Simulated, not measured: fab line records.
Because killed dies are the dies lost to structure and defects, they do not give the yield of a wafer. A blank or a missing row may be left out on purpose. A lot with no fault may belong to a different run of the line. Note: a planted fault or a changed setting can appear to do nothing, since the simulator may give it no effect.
Which tool is to blame? / flow nand harc / 11 lots (33 wafers sampled), 1 step of a 1159-step route

## WHAT EACH GAUGE READ, for each wafer
NHARC_A_CONTACT_INSPECT_10.
lot=L397; measured=day 17 04:11; on=defect inspect-02; raw defect count=16 24 17
lot=L406; measured=day 19 01:30; on=defect inspect-01; raw defect count=24 21 31
lot=L409; measured=day 19 17:11; on=defect inspect-01; raw defect count=34 41 27
lot=L407; measured=day 19 20:01; on=defect inspect-01; raw defect count=17 21 16
lot=L408; measured=day 20 02:21; on=defect inspect-01; raw defect count=27 32 42
lot=L410; measured=day 20 06:01; on=defect inspect-01; raw defect count=42 54 52
lot=L412; measured=day 20 10:26; on=defect inspect-01; raw defect count=49 46 44
lot=L411; measured=day 20 11:40; on=defect inspect-01; raw defect count=30 43 33
lot=L416; measured=day 21 09:53; on=defect inspect-02; raw defect count=53 47 68
lot=L417; measured=day 22 03:01; on=defect inspect-02; raw defect count=29 20 16
lot=L420; measured=day 22 21:22; on=defect inspect-01; raw defect count=23 21 24

## TOOL THAT RAN EACH LOT (tool first, then ch and the chambers of the sampled wafers, then the start)
No process step before these readings appears in the record.

## THE ANSWER, worked out from the rows above alone
Rule: the lots themselves supply what counts as usual. The widest of any qualifying gaps counts: lots, ordered by their means at a reading, are off when they make up no more than a third of the lots, leave a main group of 4 or more, and stand apart from it by 3 or more times the standard deviation of that group's means. A main group whose means are all the same, to the digits that the tables above print for the reading, isn't used. A lot without any number at a reading at which 4 lots or more have one is off too. The other lots that the step has rows for count as sound.
Across all readings shown, no lot is off: no conclusion can be drawn from this.

## WHAT THE SIMULATOR HAD INSERTED
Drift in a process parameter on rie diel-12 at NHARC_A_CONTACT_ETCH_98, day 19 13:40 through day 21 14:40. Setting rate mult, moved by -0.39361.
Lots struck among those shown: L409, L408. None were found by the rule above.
